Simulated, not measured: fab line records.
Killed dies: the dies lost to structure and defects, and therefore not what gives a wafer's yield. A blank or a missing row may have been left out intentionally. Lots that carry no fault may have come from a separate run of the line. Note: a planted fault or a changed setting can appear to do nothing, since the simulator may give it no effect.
A lot that was struck, set against a sound lot | flow n5Finfet | 17 out of 1938 route steps
Sound: these wafers, L979.1, L979.2, L979.6. Struck: wafers L996.3, L996.4. (L996.2 of the same lot was not struck and is left out.) The cause comes at the end.
Order at every step that has rows: each side's tool, ch and its chambers, its first start. Under that, the readings that differ: sound wafers | struck wafers | difference of the means | sigmas: that difference in standard deviations of wafers without a fault.
alike: a reading whose means differ by less than 2 such deviations, as well as words and numbers matching on both sides. not compared: withheld readings; readings where some wafer has no value; bounds like >300 that might hide an equal value; numbers whose values overlap and for which the record gives no deviation.
A row with sigmas, a row that says differs or no value, or rows on one side alone: a step with any of these is where the two part. When numbers do not overlap yet have no deviation, they are printed without sigmas and do not part them. Lack of a reading on every wafer of one side parts them only where that side has two or more wafers.

first, 4 steps without rows for these wafers: N5_BEOL_M9_HM_STRIP_39 (strips TiN in peroxide tin strip, target depth 25 nm, time 158 s); N5_BEOL_M9_SRD_40 (time 30 s); N5_BEOL_M9_PRECLEAN_42 (cleans in residue remover, time 60 s); N5_BEOL_M9_SRD_43 (time 30 s).
N5_BEOL_M9_CD_MEAS_35: target cd 70 nm, target cd y 40 nm.
  sound on cdSem-03 at day 10 11:50; struck on cdSem-01 at day 15 08:56
  alike: cdNm
N5_BEOL_M9_CURE_72: cures SiCOH lowk, time 120 s.
  sound on uvCure-03 ch 2, day 10 11:52; struck on uvCure-01 ch 2, day 15 09:01
  alike: lampPowerPct, wafer_temp_C_max
then, 1 step without rows for these wafers: N5_BEOL_M9_DEGAS_44 (time 60 s).
N5_BEOL_M9_PRE_CLEAN_45: time 30 s.
  sound on pvdSputter-02 at day 10 12:23; struck on pvdSputter-01 at day 15 09:20
  alike: heaterPowerW
N5_BEOL_M9_ALD_74: deposits TaN, target thk 2 nm, pulse time 2 s, purge time 3 s.
  sound on aldMetal-02 ch 1,3, day 10 12:26; struck on aldMetal-04 ch 0,2, day 15 09:37
  alike: heaterPowerW, mfcCarrierSccm
N5_BEOL_M9_SURFACE_TREAT_79:
  sound on pvdSputter-02 at day 10 12:56; struck on pvdSputter-01 at day 15 10:01
  not compared: pressureMtorr, throttleValvePct
then, 1 step without rows for these wafers: N5_BEOL_M9_CVD_78 (deposits Co from CCTBA/H2, target thk 2 nm, time 138.9 s).
N5_BEOL_M9_SPUTTER_48: material Cu, target thk 12 nm, time 2 s.
  sound on pvdSputter-01 at day 10 13:13; struck on pvdSputter-01 at day 15 10:29
  alike: throttleValvePct
N5_BEOL_M9_ECD_50: material Cu, target thk 318 nm.
  sound on ecdCu-01 ch 0,1, day 10 13:20; struck on ecdCu-01 ch 0,1, day 15 10:37
reading                               | sound           | struck    | difference | sigmas
model.Cu_of_BEOL_M9_ECD_50.thkNm (nm) | 319 316.6 313.8 | 583 573.2 | +262       | 
then, 1 step without rows for these wafers: N5_BEOL_M9_ANNEAL_51 (time 90 s).
N5_BEOL_M9_CMP_52: polishes, stops on SiCOH lowk, t overpolish 7 s, target thk 140 nm.
  sound on cmp-02 ch 0,2,3, day 10 13:55; struck on cmp-02 ch 1,3, day 15 11:14
reading             | sound    | struck  | difference | sigmas
timeToEndpointS (s) | 65 72 68 | 133 116 | +56        | +12
  alike: headPressurePsi, motorCurrentA
N5_BEOL_M9_THK_MEAS_53: measures by xrf.
  sound on filmMetro-01 at day 10 14:13; struck on filmMetro-01 at day 15 11:32
  alike: M9_THK
-- record jumps: 2 days separate the struck wafers' starts on either side; left off in module BEOL_M9, taken up again in module PASSIVATION, whose first shown step is the route's number 1936 --
N5_PASSIVATION_PROBE_49:
  sound on prober-02 at day 13 02:20; struck on prober-02 at day 17 21:55
  alike: defectLimitedYield, killed_at_M0_to_M3, killed_at_M4_up, killedAtContacts, killedAtFrontEnd, killedAtOther, killedDies, killedOpen, killedShort, sort_bin_5_function, sort_bin_6_memory, sort_bin_8_speed, sortNPass

== WHERE THEY PART ==
Only at N5_BEOL_M9_CMP_52, as far as this record shows. Later steps at which nothing parts them and some readings are alike: N5_BEOL_M9_THK_MEAS_53, N5_PASSIVATION_PROBE_49.

WHY: whatever the simulator had introduced
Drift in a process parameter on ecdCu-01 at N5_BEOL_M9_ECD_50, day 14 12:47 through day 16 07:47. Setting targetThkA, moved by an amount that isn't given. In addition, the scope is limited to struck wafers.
